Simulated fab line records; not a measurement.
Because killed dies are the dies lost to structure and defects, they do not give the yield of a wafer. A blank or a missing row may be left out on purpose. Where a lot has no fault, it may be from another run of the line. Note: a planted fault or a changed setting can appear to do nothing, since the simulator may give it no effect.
One fault seen from 2 desks -- flow n5_finfet -- what lay behind the numbers comes last; until then each desk has only its own

METROLOGY DESK
Means of the sampled wafers that have a number, per lot and without regard to the tool the lot ran on: this is what the gauges read. The brackets show how far a lot's mean lies from the usual mean; more than 4 standard deviations puts the lot out of limits, marked OUT. Shown here are 7 of its 11 readings, the ones lying furthest out on some lot.
Columns: A = cd_nm at N5_FIN_SAQP_CD_MEAS_16, usual 35.64 nm; B = DIBL_N at N5_BEOL_M4_RC_MEAS_101, usual 35.8 mV/V; C = DIBL_P at N5_BEOL_M4_RC_MEAS_101, usual 36.0 mV/V; D = IOFF_N at N5_BEOL_M4_RC_MEAS_101, usual 0.153 nA/um; E = ION_N at N5_BEOL_M4_RC_MEAS_101, usual 673 uA/um; F = SS_N at N5_BEOL_M4_RC_MEAS_101, usual 71.4 mV/dec; G = VT_P at N5_BEOL_M4_RC_MEAS_101, usual -250 mV
lot,first seen here,A,B,C,D,E,F,G
L835,day 1 21:45,35.64,36.2,37.2,0.171,682,71.0,-248
L836,day 2 04:11,35.82,36.1,36.6,0.147,673,71.5,-252
L838,day 2 16:04,35.84,38.1,37.6,0.171,681,71.9,-251
L839,day 2 21:47,35.53,37.2,36.0,0.185,691,71.0,-244
L840,day 3 04:07,35.46,33.9,34.7,0.131,670,71.2,-252
L841,day 3 12:44,35.70,35.9,36.9,0.168,680,71.5,-250
L842,day 3 15:35,35.19,32.6,31.9,0.106,652,70.4,-256
L847,day 4 21:58,35.02,35.0,34.7,0.141,670,71.3,-250
L848,day 5 05:47,35.54,34.5,35.3,0.148,675,71.4,-249
L854,day 6 15:59,35.98,36.2,36.2,0.156,670,71.4,-251
L858,day 7 16:19,35.52,36.0,34.2,0.147,669,71.3,-252
Result from this desk: across the 11 lots, nothing is out of limits.

THE DEFECT DESK
Counts from the inspections along the route, per lot, as means over the sampled wafers that have a number. The brackets show how far a lot's mean lies from the usual mean; more than 4 standard deviations puts the lot out of limits, marked OUT.
Columns: A = raw_defect_count at N5_FIN_SAQP_INSPECT_18, usual 422
lot,first seen here,A
L835,day 1 21:49,562
L836,day 2 04:16,443
L838,day 2 16:08,620
L839,day 2 21:51,367
L840,day 3 04:11,334
L841,day 3 12:48,497
L842,day 3 15:38,415
L847,day 4 22:02,420
L848,day 5 05:50,541
L854,day 6 16:02,576
L858,day 7 16:22,574
Result from this desk: across the 11 lots, nothing is out of limits.

ALL TOGETHER
At the metrology desk, nothing out of limits was observed.
No out-of-limits result turned up at the defect desk.

WHAT THE SIMULATOR HAD INSERTED
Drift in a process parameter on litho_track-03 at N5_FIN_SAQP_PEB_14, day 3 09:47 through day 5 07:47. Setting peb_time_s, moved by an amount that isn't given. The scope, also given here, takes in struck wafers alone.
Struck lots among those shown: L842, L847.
